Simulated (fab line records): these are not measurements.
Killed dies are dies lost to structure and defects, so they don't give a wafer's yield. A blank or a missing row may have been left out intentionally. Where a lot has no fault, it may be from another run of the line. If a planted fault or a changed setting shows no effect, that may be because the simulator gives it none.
Matching of chambers | flow nand harc | rie diel-13 running NHARC_A_CHANNEL_FILL_D1_STRIP_28: 4 sister chambers
The step strips in O2, time 20 s. 4 wafers are shown with their chamber, then 7 later ones without.

WAFERS WITH THEIR CHAMBER
wafer  | chamber | showerhead plenum p Torr (Torr)
L078.1 | 3       | 3.63
L083.6 | 0       | 3.44
L087.2 | 2       | 3.67
L087.4 | 1       | 3.66

WAFERS WITHOUT THEIR CHAMBER
wafer  | showerhead plenum p Torr (Torr)
L087.5 | 3.66
L096.1 | 3.43
L096.5 | 3.67
L096.6 | 3.66
L097.1 | 3.66
L097.4 | 3.67
L097.5 | 3.44

THE CHAMBER EACH PASSED THROUGH
wafer  | from the rows above | in truth
L087.5 | 1                   | 1
L096.1 | 0                   | 0
L096.5 | 2                   | 2
L096.6 | 1                   | 1
L097.1 | 1                   | 1
L097.4 | 2                   | 2
L097.5 | 0                   | 0
7 of 7 placed correctly. Left unplaced by these rows: 0. Placed wrongly: 0.
How it was worked out, from the rows above alone: a wafer's distance from a chamber is the root of the sum, over the readings, of the square of ((its reading less the chamber's mean) divided by the reading's scatter). If the next closest chamber is less than 2 further off than the closest, the wafer can't be placed; otherwise it belongs to the closest. The mean given for a chamber averages the wafers shown for that chamber. The scatter: root of mean squared gap, hidden wafer to nearest shown wafer, with one shown wafer a chamber.
